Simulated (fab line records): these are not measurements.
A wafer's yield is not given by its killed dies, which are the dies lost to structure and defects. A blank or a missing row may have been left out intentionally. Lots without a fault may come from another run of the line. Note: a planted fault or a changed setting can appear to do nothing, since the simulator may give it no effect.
Matching of chambers ; flow n5-finfet ; N5_MIM_BOT_ETCH_ETCH_04 on rie-diel-04 has 4 sister chambers
The step etches SiNx in CF4/O2, target depth 26 nm, time 13 s. 8 wafers are shown with their chamber, then 11 later ones without.

## EACH WAFER AND ITS CHAMBER
wafer;chamber;showerhead-plenum-p-Torr (Torr);throttle-valve-pct (%)
L082.2;3;2.10;16.18
L081.6;3;2.10;16.17
L083.5;0;2.37;15.75
L083.6;1;2.11;16.30
L088.1;2;2.16;16.10
L088.3;1;2.11;16.31
L088.5;2;2.16;16.10
L089.1;0;2.36;15.80

## WAFERS MISSING THEIR CHAMBER
wafer;showerhead-plenum-p-Torr (Torr);throttle-valve-pct (%)
L089.4;2.36;15.78
L089.6;2.11;16.31
L094.1;2.36;15.82
L094.2;2.09;16.25
L094.4;2.10;16.34
L093.3;2.09;16.26
L093.4;2.15;16.13
L093.6;2.09;16.26
L097.1;2.14;16.17
L097.4;2.10;15.92
L097.5;2.35;15.84

## WHICH CHAMBER EACH WENT THROUGH
wafer;from the rows above;in truth
L089.4;0;0
L089.6;1;1
L094.1;0;0
L094.2;can't be placed: 3 or 1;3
L094.4;1;1
L093.3;can't be placed: 3 or 1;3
L093.4;2;2
L093.6;can't be placed: 3 or 1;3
L097.1;2;2
L097.4;3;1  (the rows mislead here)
L097.5;0;0
7 of 11 placed correctly. Not placeable from these rows: 3 (in 3, the candidates include the true chamber). 1 placed wrongly.
How it was worked out, from the rows above alone: a wafer's distance from a chamber is the root of the sum, over the readings, of the square of ((its reading less the chamber's mean) divided by the reading's scatter). If the next closest chamber is less than 2 further off than the closest, the wafer can't be placed; otherwise it belongs to the closest. For every chamber, the mean is computed from those of its wafers that are shown. How the scatter is found: for the shown wafers, subtract from each reading the mean of its chamber, square and add these, divide the total by (wafers less chambers), then take the root.
